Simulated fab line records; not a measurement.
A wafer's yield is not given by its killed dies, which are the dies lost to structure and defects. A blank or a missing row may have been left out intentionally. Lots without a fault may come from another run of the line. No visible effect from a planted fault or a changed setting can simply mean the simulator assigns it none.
Code-filled problem report in 8D (eight disciplines) form | flow nand_harc | the parts of the form that need people (team, actions taken, sign-off) are left out

== 1. PROBLEM STATEMENT ==
A mean of 1836 is read at NHARC_A_SIN_REMOVE_INSPECT_04 for raw_defect_count, taken on 1 wafer of 1 lot, against 371 (standard deviation 90) on wafers free of any fault. That is +16 standard deviations from the usual mean.
First observed at day 29 09:26: wafer L626.1, on defect_inspect-02. The record has a number at this step for 33 wafers belonging to 11 lots. By rule, "out" or "out of limits" means more than 4 standard deviations away from the usual mean. The other wafers with a number count as sound.

== 2. WHAT IT IS, AND WHAT IT ISN'T ==
question                    | is                | is not
which readings at this step | raw_defect_count  | -
which lots                  | L626              | L605, L606, L608, L610, L611, L612, L614, L616, L617, L628
which wafers of those lots  | L626.1            | L626.2, L626.3
read on which gauges        | defect_inspect-02 | defect_inspect-01
when                        | from day 29 09:26 | up to then (29 sound wafers); but 3 sound wafers of L628 came after

== 3. SUSPECTS, AND WHAT RULES EACH OUT ==
Counting: a tool at a process step up to the reading stays a suspect if it ran every lot that is out. Sound lots after the first of them don't rule it out here, since some wafers of a struck lot are sound.
- ruled out: the gauge at NHARC_A_SIN_REMOVE_INSPECT_04. All the wafers that are out were read on defect_inspect-02, but those of them that NHARC_END_SORT_01 has rows for are out there too, on other tools.
- rie_diel-03 at NHARC_A_SLIT_ETCH_29 (etches the open film in CF4/O2, target depth 100 nm, overetch 10 nm, time 55 s): kept. It processed L626, the lot that is out, at day 29 02:13, and its most recent sound lot before then was L616 at day 24 21:17.
- wet_bench-02 at NHARC_A_SIN_REMOVE_PRECLEAN_01 (cleans in SC1): kept. It processed L626, the lot that is out, at day 29 09:15, and its most recent sound lot before then was L614 at day 24 17:08.
- rie_diel-03, NHARC_A_SLIT_ETCH_29: wafers that are out in chamber 0, sound lot-mates in chambers 2, 3.
- wet_bench-02, NHARC_A_SIN_REMOVE_PRECLEAN_01: wafers that are out in chamber 4, sound lot-mates in chambers 3, 7.
Remaining after the count are rie_diel-03 at NHARC_A_SLIT_ETCH_29 and wet_bench-02 at NHARC_A_SIN_REMOVE_PRECLEAN_01.

== 4. THE CAUSE (what the simulator had put in) ==
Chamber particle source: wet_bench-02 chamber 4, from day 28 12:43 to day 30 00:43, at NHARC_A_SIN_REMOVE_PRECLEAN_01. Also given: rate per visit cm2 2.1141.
Counting leaves 2 suspects; this tool is one of them.

== 5. THE CHAIN OF EFFECTS, in route order ==
One row per reading whose mean, taken over the struck wafers that have a number, lies over 3 standard deviations from the usual. Only readings whose record carries a usual standard deviation are examined. hours: median over the lots of the time between each lot's start at the first step of this table that gives one and its start at this step. sigmas: the change, counted in usual standard deviations.
hours | step                          | reading          | usual | on struck wafers | change | sigmas
0     | NHARC_A_SIN_REMOVE_INSPECT_04 | raw_defect_count | 371   | 1836             | +1465  | +16
94    | NHARC_END_SORT_01             | killed_at_array  | 49    | 158              | +109   | +6.1
94    | NHARC_END_SORT_01             | killed_dies      | 54    | 161              | +107   | +5.9

== 6. WHAT WOULD HAVE CAUGHT IT SOONER ==
The first out-of-limits reading at a measuring or inspecting step in this record came at day 29 09:26, 21 hours after the fault's start at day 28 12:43.
Tool readings at NHARC_A_SIN_REMOVE_PRECLEAN_01 with a usual standard deviation given in the record: none out on any struck wafer, hence no alarm at a limit of 4 standard deviations on them.
By day 29 09:26, every lot that is out (1) had started NHARC_A_SIN_REMOVE_PRECLEAN_01 on wet_bench-02. Had the tool been put on hold then, not one of them would have been saved.
